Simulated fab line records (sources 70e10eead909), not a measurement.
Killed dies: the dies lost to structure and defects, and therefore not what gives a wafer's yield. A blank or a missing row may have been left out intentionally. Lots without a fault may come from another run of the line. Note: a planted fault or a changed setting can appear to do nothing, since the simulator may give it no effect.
Which tool was responsible? + flow nand_harc + 24 lots with 72 wafers sampled at 6 steps, on a route of 1302 steps

== WHAT THE GAUGES SHOWED, per wafer ==
NHARC_P_M1_INSPECT_11.
| lot  | measured     | on                | raw_defect_count |
|------|--------------|-------------------|------------------|
| L074 | day 6 04:50  | defect_inspect-01 | 5 4 0            |
| L075 | day 6 17:56  | defect_inspect-01 | 4 4 2            |
| L076 | day 6 23:03  | defect_inspect-01 | 2 1 4            |
| L077 | day 7 11:04  | defect_inspect-01 | 6 3 7            |
| L078 | day 7 22:19  | defect_inspect-02 | 2 3 7            |
| L079 | day 8 05:48  | defect_inspect-01 | 3 2 4            |
| L080 | day 8 19:13  | defect_inspect-02 | 6 8 11           |
| L081 | day 9 09:02  | defect_inspect-02 | 8 10 4           |
| L082 | day 9 15:01  | defect_inspect-01 | 4 3 6            |
| L083 | day 10 05:30 | defect_inspect-02 | 2 0 6            |
| L084 | day 10 16:34 | defect_inspect-02 | 4 4 5            |
| L085 | day 11 07:40 | defect_inspect-02 | 2 1 0            |
| L086 | day 11 08:26 | defect_inspect-01 | 4 2 6            |
| L089 | day 12 06:38 | defect_inspect-01 | 5 4 3            |
| L087 | day 12 07:31 | defect_inspect-02 | 2 5 1            |
| L088 | day 12 09:26 | defect_inspect-01 | 7 6 5            |
| L090 | day 13 02:34 | defect_inspect-01 | 1 3 8            |
| L091 | day 13 10:55 | defect_inspect-01 | 3 4 4            |
| L092 | day 13 21:14 | defect_inspect-02 | 3 2 4            |
| L093 | day 14 06:26 | defect_inspect-01 | 4 1 1            |
| L094 | day 14 16:53 | defect_inspect-01 | 7 7 3            |
| L095 | day 15 06:33 | defect_inspect-02 | 5 2 4            |
| L096 | day 15 15:23 | defect_inspect-01 | 3 5 2            |
| L097 | day 15 18:36 | defect_inspect-02 | 3 6 3            |

NHARC_P_M1_CD_MEAS_16.
| lot  | measured     | on        | cd_nm (nm)        |
|------|--------------|-----------|-------------------|
| L074 | day 6 05:12  | cd_sem-03 | 129.9 130.8 129.5 |
| L075 | day 6 18:19  | cd_sem-01 | 132.3 130.2 129.5 |
| L076 | day 6 23:25  | cd_sem-01 | 130.9 130.3 129.5 |
| L077 | day 7 11:26  | cd_sem-01 | 130.6 130.3 130.1 |
| L078 | day 7 22:41  | cd_sem-02 | 129.5 129.0 129.4 |
| L079 | day 8 06:13  | cd_sem-02 | 131.0 129.7 130.0 |
| L080 | day 8 19:37  | cd_sem-01 | 128.8 129.0 129.1 |
| L081 | day 9 09:27  | cd_sem-03 | 130.0 130.4 130.1 |
| L082 | day 9 15:25  | cd_sem-03 | 130.4 129.8 129.1 |
| L083 | day 10 05:52 | cd_sem-01 | 130.0 129.8 130.5 |
| L084 | day 10 16:56 | cd_sem-03 | 129.0 129.3 130.0 |
| L085 | day 11 08:02 | cd_sem-02 | 130.4 129.4 129.7 |
| L086 | day 11 08:48 | cd_sem-03 | 129.5 129.0 129.5 |
| L089 | day 12 07:01 | cd_sem-01 | 130.3 129.6 129.3 |
| L087 | day 12 07:53 | cd_sem-03 | 129.9 130.0 130.2 |
| L088 | day 12 09:49 | cd_sem-03 | 130.4 129.4 129.7 |
| L090 | day 13 02:56 | cd_sem-03 | 130.3 130.3 129.6 |
| L091 | day 13 11:17 | cd_sem-03 | 130.0 130.1 129.8 |
| L092 | day 13 21:35 | cd_sem-01 | 130.1 130.5 130.0 |
| L093 | day 14 06:48 | cd_sem-01 | 128.9 129.8 130.8 |
| L094 | day 14 17:16 | cd_sem-01 | 130.3 129.9 130.0 |
| L095 | day 15 06:55 | cd_sem-03 | 130.0 130.3 128.5 |
| L096 | day 15 15:45 | cd_sem-01 | 130.9 130.8 130.8 |
| L097 | day 15 18:59 | cd_sem-03 | 129.8 129.4 129.0 |

NHARC_P_BONDPAD_THK_MEAS_33: measures by ellipsometry.
| lot  | measured     | on            | thk_nm (nm)       |
|------|--------------|---------------|-------------------|
| L074 | day 6 12:54  | film_metro-02 | 198.1 199.9 199.1 |
| L075 | day 7 01:53  | film_metro-01 | 200.6 199.0 199.5 |
| L076 | day 7 07:01  | film_metro-02 | 197.7 198.8 200.2 |
| L077 | day 7 19:04  | film_metro-01 | 202.3 201.9 199.8 |
| L078 | day 8 06:37  | film_metro-01 | 201.1 201.7 200.4 |
| L079 | day 8 14:14  | film_metro-02 | 198.6 199.7 200.1 |
| L080 | day 9 03:13  | film_metro-02 | 198.7 201.1 201.3 |
| L081 | day 9 17:19  | film_metro-01 | 199.8 201.2 202.4 |
| L082 | day 9 23:16  | film_metro-02 | 199.6 199.1 198.7 |
| L083 | day 10 13:47 | film_metro-02 | 199.9 201.8 199.1 |
| L084 | day 11 01:10 | film_metro-02 | 199.7 200.8 201.0 |
| L085 | day 11 16:00 | film_metro-02 | 200.8 199.7 198.5 |
| L086 | day 11 16:49 | film_metro-02 | 197.8 201.1 199.5 |
| L089 | day 12 14:45 | film_metro-01 | 199.1 201.8 197.3 |
| L087 | day 12 15:32 | film_metro-01 | 199.8 195.7 200.4 |
| L088 | day 12 17:25 | film_metro-01 | 200.3 200.6 200.4 |
| L090 | day 13 10:40 | film_metro-01 | 198.2 198.4 200.1 |
| L091 | day 13 19:14 | film_metro-02 | 195.2 200.9 195.8 |
| L092 | day 14 05:31 | film_metro-02 | 202.9 201.5 200.6 |
| L093 | day 14 14:21 | film_metro-02 | 201.5 203.0 202.1 |
| L094 | day 15 00:54 | film_metro-01 | 199.2 200.6 201.4 |
| L095 | day 15 14:48 | film_metro-02 | 199.0 202.4 201.3 |
| L096 | day 15 23:47 | film_metro-01 | 199.9 200.3 198.3 |
| L097 | day 16 02:47 | film_metro-01 | 199.7 203.8 199.4 |

== WHAT TOOL EACH LOT RAN ON (gives the tool, then ch and the chambers of the sampled wafers, and finally the start) ==
| lot  | NHARC_P_M1_PRE_CLEAN_30                 | NHARC_P_M2_ETCH_15                            | NHARC_P_M2_STRIP_18                |
|------|-----------------------------------------|-----------------------------------------------|------------------------------------|
| L074 | pvd_sputter-03, day 6 09:26 or earlier  | rie_diel-01 ch 1,3, day 6 09:26 or earlier    | rie_diel-10 ch 2,3, day 6 09:26    |
| L075 | pvd_sputter-03, day 6 22:33 or earlier  | rie_diel-01 ch 0,1,2, day 6 22:33 or earlier  | rie_diel-11 ch 0,1,2, day 6 22:33  |
| L076 | pvd_sputter-03, day 7 03:40 or earlier  | rie_diel-11 ch 0,3, day 7 03:40 or earlier    | rie_diel-01 ch 0,1,2, day 7 03:40  |
| L077 | pvd_sputter-02, day 7 15:43 or earlier  | rie_diel-11 ch 0,1,2, day 7 15:43 or earlier  | rie_diel-01 ch 0,1,2, day 7 15:43  |
| L078 | pvd_sputter-03, day 8 03:15 or earlier  | rie_diel-01 ch 0,1,3, day 8 03:15 or earlier  | rie_diel-11 ch 0,1,3, day 8 03:15  |
| L079 | pvd_sputter-01, day 8 10:53 or earlier  | rie_diel-11 ch 0,1, day 8 10:53 or earlier    | rie_diel-11 ch 0,1,2, day 8 10:53  |
| L080 | pvd_sputter-02, day 8 23:48 or earlier  | rie_diel-10 ch 0,1,2, day 8 23:48 or earlier  | rie_diel-01 ch 0,1,2, day 8 23:48  |
| L081 | pvd_sputter-02, day 9 13:55 or earlier  | rie_diel-11 ch 0,1, day 9 13:55 or earlier    | rie_diel-10 ch 0,2, day 9 13:55    |
| L082 | pvd_sputter-03, day 9 16:13             | rie_diel-11 ch 1,2, day 9 19:52 or earlier    | rie_diel-11 ch 0,3, day 9 19:52    |
| L083 | pvd_sputter-02, day 10 10:13 or earlier | rie_diel-10 ch 1,2, day 10 10:13 or earlier   | rie_diel-11 ch 1,2,3, day 10 10:13 |
| L084 | pvd_sputter-03, day 10 21:38 or earlier | rie_diel-01 ch 1,2,3, day 10 21:38 or earlier | rie_diel-10 ch 0,1,2, day 10 21:38 |
| L085 | pvd_sputter-03, day 11 12:16 or earlier | rie_diel-10 ch 1,2,3, day 11 12:16 or earlier | rie_diel-11 ch 0,1,3, day 11 12:16 |
| L086 | pvd_sputter-01, day 11 13:28 or earlier | rie_diel-11 ch 0,1,3, day 11 13:28 or earlier | rie_diel-01 ch 0,1,3, day 11 13:28 |
| L089 | pvd_sputter-02, day 12 11:23 or earlier | rie_diel-01 ch 1,3, day 12 11:23 or earlier   | rie_diel-01 ch 0,2,3, day 12 11:23 |
| L087 | pvd_sputter-03, day 12 12:10 or earlier | rie_diel-01 ch 1,2, day 12 12:10 or earlier   | rie_diel-10 ch 1,2,3, day 12 12:10 |
| L088 | pvd_sputter-02, day 12 14:07 or earlier | rie_diel-11 ch 0,1,2, day 12 14:07 or earlier | rie_diel-10 ch 0,1,3, day 12 14:07 |
| L090 | pvd_sputter-01, day 13 07:08 or earlier | rie_diel-11 ch 0,3, day 13 07:08 or earlier   | rie_diel-10 ch 1,2,3, day 13 07:08 |
| L091 | pvd_sputter-01, day 13 15:52 or earlier | rie_diel-11 ch 2,3, day 13 15:52 or earlier   | rie_diel-01 ch 1,2,3, day 13 15:52 |
| L092 | pvd_sputter-01, day 14 02:06 or earlier | rie_diel-11 ch 0,1,2, day 14 02:06 or earlier | rie_diel-11 ch 0,1,3, day 14 02:06 |
| L093 | pvd_sputter-03, day 14 10:58 or earlier | rie_diel-10 ch 0,1,3, day 14 10:58 or earlier | rie_diel-11 ch 0,2,3, day 14 10:58 |
| L094 | pvd_sputter-03, day 14 21:32 or earlier | rie_diel-10 ch 1,2, day 14 21:32 or earlier   | rie_diel-11 ch 1,2,3, day 14 21:32 |
| L095 | pvd_sputter-02, day 15 11:13 or earlier | rie_diel-01 ch 0,2,3, day 15 11:13 or earlier | rie_diel-10 ch 1,3, day 15 11:13   |
| L096 | pvd_sputter-01, day 15 20:10 or earlier | rie_diel-01 ch 0,2,3, day 15 20:10 or earlier | rie_diel-11 ch 1,2,3, day 15 20:10 |
| L097 | pvd_sputter-02, day 15 23:07 or earlier | rie_diel-01 ch 0,1,3, day 15 23:07 or earlier | rie_diel-11 ch 1,2, day 15 23:07   |
- NHARC_P_M1_PRE_CLEAN_30: time 30 s.
- NHARC_P_M2_ETCH_15: etches the open film in C4F8/Ar, target depth 182.5 nm, time 91.2 s.
- NHARC_P_M2_STRIP_18: strips in N2/H2.

== WHAT THE TOOLS THEMSELVES READ (means of the sampled wafers that have a number; where no wafer has one, the mark that the record gives instead) ==
NHARC_P_M1_PRE_CLEAN_30.
| lot  | tool           | heater_power_w (W) |
|------|----------------|--------------------|
| L074 | pvd_sputter-03 | 394                |
| L075 | pvd_sputter-03 | 414                |
| L076 | pvd_sputter-03 | 352                |
| L077 | pvd_sputter-02 | 400                |
| L078 | pvd_sputter-03 | 392                |
| L079 | pvd_sputter-01 | 426                |
| L080 | pvd_sputter-02 | 416                |
| L081 | pvd_sputter-02 | 432                |
| L082 | pvd_sputter-03 | 380                |
| L083 | pvd_sputter-02 | 411                |
| L084 | pvd_sputter-03 | 389                |
| L085 | pvd_sputter-03 | 365                |
| L086 | pvd_sputter-01 | 404                |
| L089 | pvd_sputter-02 | 403                |
| L087 | pvd_sputter-03 | 407                |
| L088 | pvd_sputter-02 | 405                |
| L090 | pvd_sputter-01 | 435                |
| L091 | pvd_sputter-01 | 419                |
| L092 | pvd_sputter-01 | 415                |
| L093 | pvd_sputter-03 | 367                |
| L094 | pvd_sputter-03 | 391                |
| L095 | pvd_sputter-02 | 410                |
| L096 | pvd_sputter-01 | 419                |
| L097 | pvd_sputter-02 | 400                |

NHARC_P_M2_ETCH_15.
| lot  | tool        | oes_product_au (a.u.) | rf_vpp_V (V) |
|------|-------------|-----------------------|--------------|
| L074 | rie_diel-01 | 0.929                 | 442.9        |
| L075 | rie_diel-01 | 0.929                 | 443.3        |
| L076 | rie_diel-11 | 0.958                 | 440.5        |
| L077 | rie_diel-11 | 0.959                 | 440.0        |
| L078 | rie_diel-01 | 0.925                 | 442.2        |
| L079 | rie_diel-11 | 0.962                 | 440.5        |
| L080 | rie_diel-10 | 0.924                 | 439.3        |
| L081 | rie_diel-11 | 0.951                 | 440.4        |
| L082 | rie_diel-11 | 0.943                 | 441.2        |
| L083 | rie_diel-10 | 0.930                 | 441.7        |
| L084 | rie_diel-01 | 0.921                 | 443.6        |
| L085 | rie_diel-10 | 0.969                 | 440.7        |
| L086 | rie_diel-11 | 0.966                 | 441.3        |
| L089 | rie_diel-01 | 0.926                 | 442.8        |
| L087 | rie_diel-01 | 0.922                 | 443.8        |
| L088 | rie_diel-11 | 0.960                 | 439.7        |
| L090 | rie_diel-11 | 0.977                 | 441.1        |
| L091 | rie_diel-11 | 0.981                 | 440.1        |
| L092 | rie_diel-11 | 0.920                 | 440.2        |
| L093 | rie_diel-10 | 0.917                 | 439.5        |
| L094 | rie_diel-10 | 0.926                 | 440.8        |
| L095 | rie_diel-01 | 0.922                 | 441.5        |
| L096 | rie_diel-01 | 0.921                 | 442.4        |
| L097 | rie_diel-01 | 0.921                 | 441.5        |

NHARC_P_M2_STRIP_18.
| lot  | tool        | drypump_motor_current_A (A) | oes_product_au (a.u.) | rf_vpp_V (V) | showerhead_plenum_p_Torr (Torr) | throttle_valve_pct (%) |
|------|-------------|-----------------------------|-----------------------|--------------|---------------------------------|------------------------|
| L074 | rie_diel-10 | 5.9                         | 1.003                 | 91.3         | 2.10                            | 14.173                 |
| L075 | rie_diel-11 | 5.4                         | 0.987                 | 90.6         | 2.02                            | 14.184                 |
| L076 | rie_diel-01 | 6.1                         | 0.996                 | 90.5         | 2.12                            | 14.176                 |
| L077 | rie_diel-01 | 6.1                         | 0.995                 | 91.3         | 2.12                            | 14.170                 |
| L078 | rie_diel-11 | 5.1                         | 0.998                 | 90.9         | 2.04                            | 14.171                 |
| L079 | rie_diel-11 | 5.4                         | 0.997                 | 91.1         | 2.02                            | 14.165                 |
| L080 | rie_diel-01 | 6.1                         | 1.002                 | 90.8         | 2.12                            | 14.166                 |
| L081 | rie_diel-10 | 6.0                         | 1.006                 | 89.1         | 1.97                            | 14.178                 |
| L082 | rie_diel-11 | 5.0                         | 0.993                 | 90.8         | 2.01                            | 14.173                 |
| L083 | rie_diel-11 | 5.3                         | 1.000                 | 92.1         | 2.05                            | 14.163                 |
| L084 | rie_diel-10 | 5.9                         | 1.007                 | 90.3         | 1.98                            | 14.166                 |
| L085 | rie_diel-11 | 5.1                         | 1.011                 | 90.8         | 2.04                            | 14.164                 |
| L086 | rie_diel-01 | 5.9                         | 0.986                 | 91.6         | 2.10                            | 14.174                 |
| L089 | rie_diel-01 | 5.6                         | 1.001                 | 91.2         | 2.08                            | 14.170                 |
| L087 | rie_diel-10 | 5.7                         | 1.001                 | 90.1         | 2.05                            | 14.177                 |
| L088 | rie_diel-10 | 5.7                         | 0.997                 | 90.2         | 1.99                            | 14.166                 |
| L090 | rie_diel-10 | 5.7                         | 1.005                 | 91.2         | 2.05                            | 14.173                 |
| L091 | rie_diel-01 | 5.7                         | 0.996                 | 91.5         | 2.13                            | 14.168                 |
| L092 | rie_diel-11 | 5.1                         | 0.989                 | 90.3         | 2.04                            | 14.182                 |
| L093 | rie_diel-11 | 5.2                         | 1.002                 | 90.3         | 2.02                            | 14.171                 |
| L094 | rie_diel-11 | 5.3                         | 0.992                 | 90.7         | 2.05                            | 14.175                 |
| L095 | rie_diel-10 | 5.6                         | 1.000                 | 90.7         | 2.00                            | 14.168                 |
| L096 | rie_diel-11 | 5.4                         | 0.998                 | 90.8         | 2.05                            | 14.165                 |
| L097 | rie_diel-11 | 5.6                         | 1.004                 | 90.7         | 2.03                            | 14.185                 |

== THE ANSWER, worked out from the rows above alone ==
Rule: what is usual is taken from the lots themselves. The widest of any qualifying gaps counts: lots, ordered by their means at a reading, are off when they make up no more than a third of the lots, leave a main group of 4 or more, and stand apart from it by 3 or more times the standard deviation of that group's means. The tables above print the reading to a certain number of digits; a main group whose means all agree to those digits is not used. Also off: a lot with no number at a reading for which 4 or more lots have one. Where the step has rows for the other lots, those lots are counted as sound. Order of review: gauges by route order, followed by the tools' own readings, for which a lot's mean as printed above is used. At the first step where some lot is off, the reading lying furthest off is the one used; lots without a number count as furthest.
Nothing can be told from this: no lot is off at any reading shown.

== WHAT HAD BEEN PUT IN BY THE SIMULATOR ==
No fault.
